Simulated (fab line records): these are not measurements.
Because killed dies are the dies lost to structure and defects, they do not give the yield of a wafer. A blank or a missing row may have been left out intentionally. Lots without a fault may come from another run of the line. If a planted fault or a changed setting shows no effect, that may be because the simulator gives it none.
Which tool did it?	flow nand_harc	Sampling: 6 lots, 18 wafers, 2 of 1159 route steps

== WHAT THE GAUGES READ, wafer by wafer ==
NHARC_A_BONDPAD_THK_MEAS_20: measures by xrf.
lot	measured	on	thk_nm (nm)
L273	day 18 17:59	film_metro-02	170.4 173.0 168.7
L276	day 19 07:04	film_metro-02	169.1 167.2 168.6
L279	day 19 16:41	film_metro-02	171.6 171.7 169.0
L280	day 20 17:46	film_metro-01	172.5 169.5 169.1
L287	day 22 06:09	film_metro-01	169.2 170.7 167.6
L293	day 23 04:44	film_metro-01	169.7 168.6 168.2

== WHICH TOOL RAN EACH LOT (tool, then ch and the chambers of the sampled wafers, then the start) ==
lot	NHARC_A_BONDPAD_CMP_19
L273	cmp-01 ch 0,1,3, day 18 17:41
L276	cmp-01 ch 1,2,3, day 19 06:44
L279	cmp-04 ch 0,2,3, day 19 16:25
L280	cmp-01 ch 0,1, day 20 17:26
L287	cmp-03 ch 1,2,3, day 22 05:49
L293	cmp-03 ch 2,3, day 23 04:25
- NHARC_A_BONDPAD_CMP_19: polishes, t overpolish 30 s, cu recess touch 16 s, target thk 169.8 nm.

== THE ANSWER, worked out from the rows above alone ==
Rule: usual is defined by the lots themselves. Put in order of their means at a reading, lots are off if they are a third of the lots or fewer, leave a main group of 4 or more, and stand apart from it by a gap of 3 or more times the standard deviation of the main group's means; of several such gaps the widest counts. A main group whose means are all the same, to the digits that the tables above print for the reading, isn't used. A lot without any number at a reading at which 4 lots or more have one is off too. All remaining lots with rows at the step are treated as sound.
Nothing can be told from this: no lot is off at any reading shown.

== WHAT THE SIMULATOR PUT IN ==
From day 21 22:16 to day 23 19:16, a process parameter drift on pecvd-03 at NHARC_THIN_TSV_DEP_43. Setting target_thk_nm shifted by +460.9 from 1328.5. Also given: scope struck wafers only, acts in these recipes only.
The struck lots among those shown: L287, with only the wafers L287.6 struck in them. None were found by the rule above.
